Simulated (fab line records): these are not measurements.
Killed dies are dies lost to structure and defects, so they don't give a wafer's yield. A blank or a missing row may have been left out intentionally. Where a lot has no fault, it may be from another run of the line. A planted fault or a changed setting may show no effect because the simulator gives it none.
Which tool did it?	flow n5_finfet	12 lots, 36 wafers sampled, at 2 steps of a route of 1938

WHAT THE GAUGES SHOWED, per wafer
N5_MOL_CONTACT_COAG_CD_MEAS_137 targets a cd of 16 nm.
lot	measured	on	cd_nm (nm)
L075	day 5 13:15	cd_sem-01	16.5 15.9 15.6
L077	day 5 22:55	cd_sem-01	16.3 15.9 16.0
L079	day 6 10:11	cd_sem-03	16.1 15.9 15.7
L081	day 7 00:52	cd_sem-03	16.1 16.1 15.3
L083	day 7 10:34	cd_sem-01	15.6 15.8 16.1
L085	day 8 00:25	cd_sem-02	16.5 15.9 16.1
L087	day 8 14:47	cd_sem-01	15.7 16.2 16.1
L089	day 9 01:08	cd_sem-03	15.6 15.8 15.4
L091	day 9 18:07	cd_sem-03	15.9 15.1 15.1
L093	day 10 02:35	cd_sem-03	15.9 15.7 16.3
L095	day 10 09:35	cd_sem-01	16.4 15.9 17.2
L097	day 11 05:25	cd_sem-01	15.6 15.0 15.7

TOOL THAT RAN EACH LOT (tool first, then ch and the chambers of the sampled wafers, then the start)
lot	N5_MOL_CONTACT_COAG_ALD_27
L075	ald_sin-03 ch 0,1,2, day 5 08:34
L077	ald_sin-02 ch 1,2, day 5 19:14
L079	ald_sin-04 ch 0,2,3, day 6 05:26
L081	ald_sin-02 ch 2,3, day 6 20:19
L083	ald_sin-04 ch 0,1,3, day 7 06:16
L085	ald_sin-04 ch 0,1,3, day 7 19:20
L087	ald_sin-02 ch 0,2,3, day 8 10:14
L089	ald_sin-04 ch 0,1,3, day 8 20:22
L091	ald_sin-04 ch 0,1,3, day 9 12:22
L093	ald_sin-02 ch 0,3, day 9 21:16
L095	ald_sin-04 ch 0,1, day 10 05:53
L097	ald_sin-04 ch 0,2,3, day 11 00:49
- N5_MOL_CONTACT_COAG_ALD_27: deposits SiOC, target thk 17 nm, pulse time 1.5 s, time 2720 s.

THE ANSWER, worked out from the rows above alone
Rule: usual is defined by the lots themselves. The widest of any qualifying gaps counts: lots, ordered by their means at a reading, are off when they make up no more than a third of the lots, leave a main group of 4 or more, and stand apart from it by 3 or more times the standard deviation of that group's means. A main group is skipped when, at the precision printed for the reading in the tables above, its means are all equal. A lot without any number at a reading at which 4 lots or more have one is off too. The other lots that the step has rows for count as sound.
No lot is off on any of the readings shown, so nothing can be concluded from this.

WHAT THE SIMULATOR HAD PUT IN
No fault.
